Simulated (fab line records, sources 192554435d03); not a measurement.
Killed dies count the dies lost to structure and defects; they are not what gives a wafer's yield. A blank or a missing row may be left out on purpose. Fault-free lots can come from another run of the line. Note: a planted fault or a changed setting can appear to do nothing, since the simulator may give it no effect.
fab line records	flow n5_finfet
record lots=4	wafers=12	last_day=15
route steps=1938 shown MOL_CONTACT_COAG@542 BEOL_M4@1111
lots with no fault: from the same line, run without faults
start_h: the number of hours between the record's first day and the start of the first shown wafer of the lot	wait_h: hours from the lot's prior step to this one	" as in the row above	L1.1+2: a row that stands for several wafers	- either no value or no given start	* or withheld: withheld	< > ~ a bound
route shown NAME@n: names a module that has steps shown in the file, with the first one's number in the route	usual: mean and standard deviation over wafers with no fault	same: alike in all rows	chamber/n: place in a boat	sites: per-site readings	_std_site: the standard deviation of these	_edge_site: outer sites' mean less inner sites'	radius_mm: for every site, how far away it sits from the centre of the wafer	mask NAME#n: copy n	behind: the tool/chamber that last shaped the wafer	hold: cause of the lot's hold/its duration in hours/its outcome	device: which transistor (n, p or np) failed to switch	end of line: at the end of the route, the tests of the same wafers	where a step has no rows: the recipe by itself	killed: dies lost to structure and defects at the first sort, not the wafer's yield	map: shows each die of a wafer: x if killed, . if not, _ if none is there
set.NAME: the setting as run; set.NAME@STEP: as run at that earlier step	model.NAME: the simulator's own value behind a step, which no gauge read
lots at some steps of the route; a table a step, a row a wafer
services: the hour from which a tool's chamber was out of use, counted from the record's first day as start_h (under 0 if before that day), plus the number of hours and why
## steps
# step N5_MOL_CONTACT_COAG_PRECLEAN_111
# recipe chemistry=NF3:NH3	afs_cycles=1	temp_c=30	time_s=20	sublimation_temp_c=180	sublimation_time_s=60	pressure_torr=3	rf_power_w=30
# step N5_MOL_CONTACT_COAG_TI_SIL_19
# recipe material=Ti	target_thk_a=42	temp_c=200	chamber_pressure_pa=5	power_w=5000	time_s=15
# step N5_MOL_CONTACT_COAG_ALD_20
# recipe material=TiN	target_thk_a=15	temp_c=400	ald_precursor_family=TiCl4	ald_co_reactant=NH3	pulse_time_s=1	purge_time_s=3	co_reactant_purge_time_s=2	co_reactant_pulse_time_s=2	ald_cycles=68	pressure_torr=3
# step N5_MOL_CONTACT_COAG_SIL_ANNEAL_21
# recipe temp_c=550	time_s=60	ambient=N2
# step N5_MOL_CONTACT_COAG_PRE_CLEAN_141
# recipe gas=H2/He	time_s=60	temp_c=300
# step N5_MOL_CONTACT_COAG_SPUTTER_143
# recipe material=Co	target_thk_a=25	temp_c=25	chamber_pressure_pa=0.2
# step N5_MOL_CONTACT_COAG_CO_FILL_22
# recipe material=Co	target_thk_a=200	temp_c=200	precursor=CCTBA/H2	pressure_torr=30
# step N5_MOL_CONTACT_COAG_ANNEAL_113
# recipe temp_c=400	time_s=300	ambient=H2/N2
# step N5_MOL_CONTACT_COAG_PRE_CLEAN_142
# recipe gas=H2/He	time_s=60	temp_c=300
# step N5_MOL_CONTACT_COAG_SPUTTER_130
# recipe material=Co	target_thk_a=475	temp_c=25	chamber_pressure_pa=0.5	power_w=3000
# step N5_MOL_CONTACT_COAG_PRECLEAN_125
# recipe chemistry=DIW	time_s=57.5	temp_c=23
# step N5_MOL_CONTACT_COAG_SRD_126
# recipe dry_time_s=32	dry=n2_spin	spin_rpm=1500
# step N5_MOL_CONTACT_COAG_CMP_23
# recipe stop_on=SiO2	t_overpolish_s=1.5	post_cmp_clean=cu_alkaline	down_force_psi=2	platen_rpm=50.289	pad_velocity_m_s=1.0006	target_thk_nm=0
# usual motor_current_A=8.2/0.53	overpolish_run_s=1.501/0.0094	platen_rpm=50.29/0.033	time_to_endpoint_s=8.7/2.5
lot.wafer	tool	chamber	start_h	wait_h	motor_current_A	overpolish_run_s	platen_rpm	time_to_endpoint_s
L543.2	cmp-02	3	102.49	0.1	8.8	1.495	50.36	4.9
L543.6	"	0	"	"	8.3	1.501	50.25	9.4
L543.5	"	1	"	"	7.8	1.510	50.31	9.9
L552.4	cmp-02	1	155.89	0.0	7.4	1.498	50.31	9.3
L552.3	"	2	"	"	8.8	1.502	55.37	9.1
L552.1	"	0	"	"	8.3	1.502	50.32	5.5
L554.2	cmp-02	1	173.24	0.3	7.7	1.510	50.23	7.6
L554.6	"	2	"	"	8.1	1.484	55.31	7.4
L554.5	"	3	"	"	8.0	1.491	50.29	3.7
L555.1	cmp-04	0	176.04	0.0	7.2	1.492	50.26	8.5
L555.3	"	1	"	"	8.2	1.515	50.31	11.8
L555.2	"	3	"	"	8.3	1.497	50.29	11.4
# step N5_MOL_CONTACT_COAG_WET_ETCH_26
# recipe target=Co	target_depth_nm=13
# step N5_MOL_CONTACT_COAG_WET_ETCH_116
# recipe chemistry=SC1-inhibited	target_depth_nm=4.6	dry=ipa_marangoni	rinse_time_s=30	rinse_temp_c=23
# step N5_MOL_CONTACT_COAG_ALD_27
# recipe material=SiOC	target_thk_a=170	temp_c=400	ald_precursor_family=carbosiloxane	ald_co_reactant=H2-plasma	pulse_time_s=1.5	time_s=2720	purge_time_s=2	co_reactant_purge_time_s=2	ald_cycles=340	pressure_torr=2
# step N5_MOL_CONTACT_COAG_CMP_28
# recipe stop_on=SiNx	t_overpolish_s=0.85	post_cmp_clean=alkaline_brush	down_force_psi=4.15	platen_rpm=51.8	pad_velocity_m_s=1.0307	target_thk_nm=14.522
# step N5_MOL_CONTACT_COAG_THK_MEAS_29
# recipe reads=SiNx_of_GATE_CUT_PECVD_57+SiNx_of_GATE_CUT_SAC_CAP_01
# usual MD_CAP_THK=17.94/0.079
lot.wafer	tool	chamber	start_h	wait_h	MD_CAP_THK[nm]
L543.2	film_metro-02	-	105.36	-	17.91
L543.5	"	-	"	"	17.96
L543.6	"	-	"	"	17.93
L552.1	film_metro-02	-	158.65	-	18.00
L552.3	"	-	"	"	17.77
L552.4	"	-	"	"	18.12
L554.2	film_metro-02	-	176.27	-	17.90
L554.5	"	-	"	"	17.90
L554.6	"	-	"	"	17.70
L555.1	film_metro-01	-	178.82	-	18.02
L555.2	"	-	"	"	17.93
L555.3	"	-	"	"	17.91
# step N5_MOL_CONTACT_COAG_ALD_123
# recipe material=SiNx	target_thk_a=50	temp_c=400	ald_precursor_family=SiH2I2	ald_co_reactant=N2/H2-plasma	pulse_time_s=1	purge_time_s=2	co_reactant_purge_time_s=2	ald_cycles=100	pressure_torr=2
# step N5_MOL_CONTACT_COAG_PECVD_31
# recipe material=SiO2	target_thk_a=460	temp_c=400	precursor=TEOS/O2	pressure_torr=6.5	rf_w=withheld	teos_flow_sccm=withheld	gas=O2	flow_sccm=2650	time_s=8.9
# step N5_MOL_CONTACT_COAG_COAT_75
# recipe resist=SOC	temp_c=250	time_s=60	spin_rpm=1500	resist_thk_nm=60
# step N5_MOL_CONTACT_COAG_COAT_76
# recipe resist=SiARC	temp_c=220	time_s=60	spin_rpm=1500	resist_thk_nm=10
# step N5_MOL_CONTACT_COAG_COAT_77
# recipe resist=underlayer	temp_c=205	time_s=60	spin_rpm=1500	resist_thk_nm=10
# step N5_MOL_CONTACT_COAG_COAT_78
# recipe resist=CAR-EUV	spin_rpm=1500	resist_thk_nm=40
# step N5_MOL_CONTACT_COAG_EBR_80
# recipe solvent=PGMEA	ebr_width_mm=1.5
# step N5_MOL_CONTACT_COAG_SOFTBAKE_79
# recipe temp_c=110	time_s=60	resist=CAR-EUV
# step N5_MOL_CONTACT_COAG_EXPOSE_81
# recipe mask_id=VG	na=0.33	source_shape=annular	sigma_inner=0.3	sigma_outer=0.7	polarization=unpolarized	defocus_nm=0	dose_mj=59.5
# step N5_MOL_CONTACT_COAG_PEB_82
# recipe peb_temp_c=100	peb_time_s=60	resist=CAR-EUV
# step N5_MOL_CONTACT_COAG_DEVELOP_83
# recipe develop_time_s=30	developer=TMAH	resist=CAR-EUV	rinse_liquid=surfactant_rinse	dry=air_spin	dev_temp_c=23
# step N5_MOL_CONTACT_COAG_DESCUM_88
# recipe chemistry=O2	time_s=7	source_power_w=50	bias_power_w=20	pressure_mtorr=20	rf_frequency_hz=2.712e+07	temp_c=40	resist=CAR-EUV	o2_flow_sccm=225
# step N5_MOL_CONTACT_COAG_ETCH_89
# recipe chemistry=N2/H2	target=underlayer	target_depth_a=130	mask_material=CAR-EUV	time_s=10.4	ion_energy_ev=200	pressure_mtorr=30	source_w=840	bias_w=150	n2_flow_sccm=200	h2_flow_sccm=200	ends=cleared
# step N5_MOL_CONTACT_COAG_ETCH_90
# recipe chemistry=CF4	target=SiARC	target_depth_a=130	mask_material=CAR-EUV	time_s=21.7	ion_energy_ev=80	pressure_mtorr=40	source_w=545	bias_w=36	Ar_flow_sccm=100	cf4_flow_sccm=100	ends=cleared
# step N5_MOL_CONTACT_COAG_ALD_131
# recipe material=SiO2	target_thk_a=50	temp_c=100	ald_precursor_family=BDEAS	ald_co_reactant=O2-plasma	pulse_time_s=1	co_reactant_pulse_time_s=1	purge_time_s=2	co_reactant_purge_time_s=2	ald_cycles=35	pressure_torr=2
# step N5_MOL_CONTACT_COAG_ETCHBACK_132
# recipe chemistry=CHF3	target=SiO2	target_depth_a=100	time_s=6.7	ion_energy_ev=200	pressure_mtorr=30	source_w=610	bias_w=170	Ar_flow_sccm=200	CHF3_flow_sccm=50
# step N5_MOL_CONTACT_COAG_ETCH_91
# recipe chemistry=N2/H2	target=SOC	target_depth_a=600	overetch_a=210	mask_material=SiARC	temp_c=40	time_s=101.2	ion_energy_ev=200	pressure_mtorr=30	source_w=840	bias_w=150	n2_flow_sccm=200	h2_flow_sccm=200
# step N5_MOL_CONTACT_COAG_STRIP_92
# recipe chemistry=N2/H2	temp_c=40	n2_flow_sccm=200	h2_flow_sccm=200	rf_frequency_hz=6e+07
# step N5_MOL_CONTACT_COAG_STRIP_93
# recipe chemistry=N2/H2	temp_c=40	n2_flow_sccm=200	h2_flow_sccm=200	rf_frequency_hz=6e+07
# step N5_MOL_CONTACT_COAG_ETCH_47
# recipe chemistry=CH3F/O2	target=SiNx	target_depth_a=270	mask_material=SiO2	stop_on=W	over_etch_frac=0.2	ion_energy_ev=120	endpoint=OES-CN	pressure_mtorr=30	source_w=395	bias_w=73	Ar_flow_sccm=150	CH3F_flow_sccm=30	O2_flow_sccm=20	ends=end_point
# usual CH3F_flow_sccm=29.99/0.1	drypump_motor_current_A=5.6/0.55	etch_rf_on_time_s=31.0/0.65	oes_product_au=0.70/0.068	rf_vpp_V=297/7	showerhead_plenum_p_Torr=1.99/0.073	throttle_valve_pct=16.44/0.19
lot.wafer	tool	chamber	start_h	wait_h	CH3F_flow_sccm	drypump_motor_current_A	etch_rf_on_time_s	oes_product_au	rf_hours_counter_h	rf_vpp_V	showerhead_plenum_p_Torr	throttle_valve_pct	model.etch.depth_nm
L543.2	rie_diel-04	1	108.52	0.0	30.00	5.8	31.0	0.82	15	286	2.05	16.49	17.89
L543.5	"	0	"	"	30.02	6.0	31.1	0.69	-	295	2.10	16.44	17.93
L543.6	"	3	"	"	30.07	4.9	30.7	0.67	-	299	1.93	16.57	17.93
L552.1	rie_diel-04	1	162.00	0.0	30.11	5.8	31.9	0.77	35	287	2.05	16.53	17.97
L552.3	"	3	"	"	30.03	4.9	30.9	0.65	153	300	1.92	16.61	17.77
L552.4	"	2	"	"	30.06	4.8	32.9	0.63	196	303	2.08	16.48	18.11
L554.2	rie_diel-04	2	178.58	0.0	29.93	4.8	31.5	0.63	202	303	2.07	16.49	17.86
L554.5	"	3	"	"	29.85	4.9	30.6	0.65	-	299	1.92	16.61	17.9
L554.6	"	1	"	"	30.02	5.8	30.8	0.77	-	286	2.04	16.54	17.7
L555.1	rie_diel-05	1	180.74	0.0	29.99	6.1	30.9	0.65	200	287	1.88	16.59	18
L555.2	"	0	"	"	29.84	5.8	31.7	0.65	183	300	1.98	16.63	17.93
L555.3	"	2	"	"	30.06	6.5	30.4	0.72	129	309	1.99	16.21	17.92
# step N5_BEOL_M4_RC_MEAS_101
# usual DIBL_N=35.9/1.9	DIBL_P=35.8/2.4	IOFF_N=0.15/0.031	IOFF_P=0.21/0.037	ION_N=672/13	ION_P=462/8.3	SS_N=71.5/0.72	SS_P=73.2/0.67	VT_N=250/3.4	VT_P=-250/3.4
lot.wafer	tool	chamber	start_h	wait_h	DIBL_N[mV/V]	DIBL_P[mV/V]	IOFF_N[nA/um]	IOFF_P[nA/um]	ION_N[uA/um]	ION_P[uA/um]	SS_N[mV/dec]	SS_P[mV/dec]	VT_N[mV]	VT_P[mV]
L543.2	prober-01	0	176.76	0.2	33.4	33.5	0.11	0.19	653	460	70.2	72.6	254	-249
L543.5	"	0	"	"	34.8	35.1	0.13	0.21	664	465	71.0	73.1	251	-248
L543.6	"	0	"	"	36.4	37.7	0.17	0.27	670	473	71.2	73.5	251	-244
L552.1	prober-01	0	225.61	0.0	34.0	34.9	0.12	0.18	662	458	70.9	72.8	252	-252
L552.3	"	0	"	"	35.9	34.7	0.14	0.17	649	443	72.2	73.1	252	-254
L552.4	"	0	"	"	37.3	38.4	0.19	0.23	693	468	71.4	73.0	244	-248
L555.1	prober-01	0	244.71	0.0	34.5	33.8	0.13	0.18	654	449	71.2	72.0	254	-251
L555.2	"	0	"	"	32.3	32.7	0.11	0.17	660	460	70.3	72.0	251	-250
L555.3	"	0	"	"	33.7	35.3	0.13	0.20	675	468	71.3	72.5	248	-248
L554.2	prober-01	0	253.21	0.2	36.7	37.0	0.17	0.26	680	473	72.0	73.4	249	-245
L554.5	"	0	"	"	36.3	35.2	0.16	0.22	688	470	72.1	72.8	248	-249
L554.6	"	0	"	"	34.6	34.0	0.13	0.21	669	465	70.4	73.2	251	-246
## services
tool	chamber	start_h	hours	kind
cmp-02	-	81.87	0.7	repair
cmp-02	-	84.96	2.6	repair
rie_diel-05	1	93.73	1.5	repair
cmp-02	-	121.68	0.6	repair
cmp-04	-	126.40	0.5	repair
rie_diel-05	-	130.49	0.3	repair
cmp-04	-	132.51	3.9	repair
rie_diel-04	0	167.03	32.6	repair
cmp-04	-	168.52	7.0	pm
## key
first_sign step=N5_MOL_CONTACT_COAG_CMP_23	reading=platen_rpm	direction=up	sigmas=99+	usual=50.29	struck=55.34
effect step=N5_MOL_CONTACT_COAG_THK_MEAS_29	reading=MD_CAP_THK	direction=down	sigmas=2.5	usual=17.94	struck=17.73
model_effect step=N5_MOL_CONTACT_COAG_ETCH_47	value=etch.depth_nm	without=17.94	struck=17.73
met_at N5_MOL_CONTACT_COAG_CMP_23
struck_wafers L552.3,L554.6
fault kind=process_parameter_drift	tool=cmp-02	chamber=2	onset_h=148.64	steps=N5_MOL_CONTACT_COAG_CMP_23	channel=platen_rpm	offset=5.0289	shape=step	end_h=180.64	acts_in=these_recipes_only	stated=50.289
